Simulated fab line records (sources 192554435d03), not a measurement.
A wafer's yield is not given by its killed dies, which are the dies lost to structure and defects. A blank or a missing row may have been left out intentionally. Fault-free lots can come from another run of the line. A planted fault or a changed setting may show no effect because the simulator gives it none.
Which tool did it? | flow n5-finfet | 30 wafers from 10 lots sampled at 5 of the route's 1938 steps

WHAT THE GAUGES SHOWED, per wafer
N5_BEOL_M6_INSPECT_30: inspects for defects (brightfield).
lot  | measured     | on                | raw-defect-count
L433 | day 9 03:24  | defect-inspect-02 | 499 482 430
L434 | day 9 11:58  | defect-inspect-02 | 641 428 566
L440 | day 10 18:07 | defect-inspect-02 | 1839 1772 1743
L441 | day 10 21:34 | defect-inspect-02 | 1848 2120 2033
L444 | day 11 17:46 | defect-inspect-01 | 475 571 599
L445 | day 13 00:33 | defect-inspect-01 | 554 521 527
L447 | day 13 00:56 | defect-inspect-02 | 398 313 353
L448 | day 13 06:27 | defect-inspect-02 | 385 411 542
L452 | day 14 16:26 | defect-inspect-02 | 414 381 390
L453 | day 15 00:08 | defect-inspect-02 | 560 409 480

WHICH TOOL RAN EACH LOT (tool, then ch and the chambers of the sampled wafers, then the start)
lot  | N5_BEOL_M5_DEP_56               | N5_BEOL_M6_HM_DEP_02         | N5_BEOL_M6_ETCH_62                 | N5_BEOL_M6_HM_OPEN_17
L433 | pecvd-03 ch 1,2, day 9 00:01    | pvd-sputter-03, day 9 01:40  | rie-diel-05 ch 0,2, day 9 02:35    | rie-metal-02 ch 0,1, day 9 02:46
L434 | pecvd-03 ch 0,2, day 9 05:17    | pvd-sputter-02, day 9 07:07  | rie-diel-05 ch 1,2,3, day 9 07:41  | rie-metal-01 ch 0,1, day 9 07:52
L440 | pecvd-03 ch 0,1, day 10 13:57   | pvd-sputter-03, day 10 15:19 | rie-diel-06 ch 0,2,3, day 10 16:21 | rie-metal-02 ch 0,1, day 10 16:32
L441 | pecvd-04 ch 1,2, day 10 18:00   | pvd-sputter-01, day 10 19:31 | rie-diel-04 ch 0,2,3, day 10 20:32 | rie-metal-02 ch 0,1, day 10 20:43
L444 | pecvd-04 ch 0,1,2, day 11 10:49 | pvd-sputter-01, day 11 12:25 | rie-diel-06 ch 1,3, day 11 13:10   | rie-metal-01 ch 0,1, day 11 13:21
L445 | pecvd-02 ch 1,2, day 12 16:28   | pvd-sputter-02, day 12 18:10 | rie-diel-06 ch 1,2, day 12 23:26   | rie-metal-03 ch 1, day 12 23:40
L447 | pecvd-03 ch 0,1,2, day 12 20:34 | pvd-sputter-03, day 12 23:20 | rie-diel-05 ch 1,3, day 13 00:04   | rie-metal-03 ch 1, day 13 00:19
L448 | pecvd-04 ch 0,2, day 13 02:11   | pvd-sputter-02, day 13 04:13 | rie-diel-04 ch 0,2,3, day 13 04:47 | rie-metal-01 ch 0,1, day 13 04:59
L452 | pecvd-03 ch 0,1,2, day 14 07:14 | pvd-sputter-02, day 14 09:09 | rie-diel-04 ch 0,2,3, day 14 09:55 | rie-metal-01 ch 0, day 14 10:10
L453 | pecvd-04 ch 0,1, day 14 19:04   | pvd-sputter-02, day 14 20:50 | rie-diel-05 ch 0,2, day 14 21:31   | rie-metal-02 ch 0,1, day 14 21:43
- N5_BEOL_M5_DEP_56: deposits SiCN from 3MS/NH3, target thk 8 nm, time 14 s.
- N5_BEOL_M6_HM_DEP_02: deposits TiN, target thk 20 nm.
- N5_BEOL_M6_ETCH_62: etches SOC in N2/H2, target depth 110 nm, overetch 22 nm, time 165 s.
- N5_BEOL_M6_HM_OPEN_17: chemistry Cl2/BCl3, target TiN, target depth 20 nm, overetch 6 nm.

WHAT THE TOOLS THEMSELVES READ (means of the sampled wafers that have a number; where no wafer has one, the mark that the record gives instead)
N5_BEOL_M5_DEP_56.
lot  | tool     | showerhead-plenum-p-Torr (Torr) | throttle-valve-pct (%)
L433 | pecvd-03 | 3.666                           | 8.9
L434 | pecvd-03 | 3.674                           | 9.3
L440 | pecvd-03 | 3.670                           | 9.0
L441 | pecvd-04 | 3.657                           | 8.7
L444 | pecvd-04 | 3.665                           | 9.2
L445 | pecvd-02 | 3.669                           | 8.4
L447 | pecvd-03 | 3.666                           | 9.0
L448 | pecvd-04 | 3.656                           | 9.1
L452 | pecvd-03 | 3.673                           | 9.1
L453 | pecvd-04 | 3.656                           | 9.8

N5_BEOL_M6_HM_DEP_02.
lot  | tool           | throttle-valve-pct (%)
L433 | pvd-sputter-03 | 30.1
L434 | pvd-sputter-02 | 28.8
L440 | pvd-sputter-03 | 30.8
L441 | pvd-sputter-01 | 29.9
L444 | pvd-sputter-01 | 29.6
L445 | pvd-sputter-02 | 28.9
L447 | pvd-sputter-03 | 30.3
L448 | pvd-sputter-02 | 30.2
L452 | pvd-sputter-02 | 29.8
L453 | pvd-sputter-02 | 30.3

N5_BEOL_M6_ETCH_62.
lot  | tool        | drypump-motor-current-A (A) | oes-product-au (a.u.) | rf-vpp-V (V) | showerhead-plenum-p-Torr (Torr) | throttle-valve-pct (%)
L433 | rie-diel-05 | 5.5                         | 0.58                  | 522.5        | 2.46                            | 17.84
L434 | rie-diel-05 | 5.6                         | 0.63                  | 523.7        | 2.55                            | 17.93
L440 | rie-diel-06 | 6.2                         | 0.71                  | 521.5        | 2.46                            | 17.84
L441 | rie-diel-04 | 5.6                         | 0.71                  | 525.9        | 2.61                            | 17.65
L444 | rie-diel-06 | 6.3                         | 0.74                  | 522.4        | 2.48                            | 17.77
L445 | rie-diel-06 | 5.8                         | 0.72                  | 521.2        | 2.47                            | 17.90
L447 | rie-diel-05 | 5.8                         | 0.75                  | 522.9        | 2.50                            | 17.92
L448 | rie-diel-04 | 5.6                         | 0.69                  | 526.0        | 2.60                            | 17.70
L452 | rie-diel-04 | 5.5                         | 0.67                  | 525.9        | 2.60                            | 17.70
L453 | rie-diel-05 | 5.3                         | 0.77                  | 526.5        | 2.64                            | 17.39

N5_BEOL_M6_HM_OPEN_17.
lot  | tool         | drypump-motor-current-A (A) | oes-product-au (a.u.) | throttle-valve-pct (%)
L433 | rie-metal-02 | 5.41                        | 0.58                  | 22.27
L434 | rie-metal-01 | 5.68                        | 0.72                  | 21.96
L440 | rie-metal-02 | 5.41                        | 0.79                  | 22.20
L441 | rie-metal-02 | 5.35                        | 0.76                  | 22.25
L444 | rie-metal-01 | 5.68                        | 0.71                  | 21.94
L445 | rie-metal-03 | 5.50                        | 0.55                  | 22.48
L447 | rie-metal-03 | 5.50                        | 0.55                  | 22.49
L448 | rie-metal-01 | 5.68                        | 0.70                  | 21.96
L452 | rie-metal-01 | 5.89                        | 0.63                  | 22.08
L453 | rie-metal-02 | 5.45                        | 0.73                  | 22.21

THE ANSWER, worked out from the rows above alone
Rule: what is usual is taken from the lots themselves. The widest of any qualifying gaps counts: lots, ordered by their means at a reading, are off when they make up no more than a third of the lots, leave a main group of 4 or more, and stand apart from it by 3 or more times the standard deviation of that group's means. If all means in a main group match to the digits the tables above print for the reading, that group is not used. A lot without any number at a reading at which 4 lots or more have one is off too. All remaining lots with rows at the step are treated as sound. After the gauges, taken in route order, come the tools' own readings; for these a lot's mean is taken, as printed above. The first step at which some lot is off is used, and at that step the reading that is off furthest; a lot without a number counts as furthest.
Off: L440, L441, at N5_BEOL_M6_INSPECT_30 (raw-defect-count). Main group: mean 472, sd 67.
If a tool, at a process step before that reading, ran all the lots that are off and no sound lot after the first of them, it fits. Gauges at N5_BEOL_M6_INSPECT_30: tried the same way as those tools. Of those tried, none fits.

WHAT WAS PUT IN BY THE SIMULATOR
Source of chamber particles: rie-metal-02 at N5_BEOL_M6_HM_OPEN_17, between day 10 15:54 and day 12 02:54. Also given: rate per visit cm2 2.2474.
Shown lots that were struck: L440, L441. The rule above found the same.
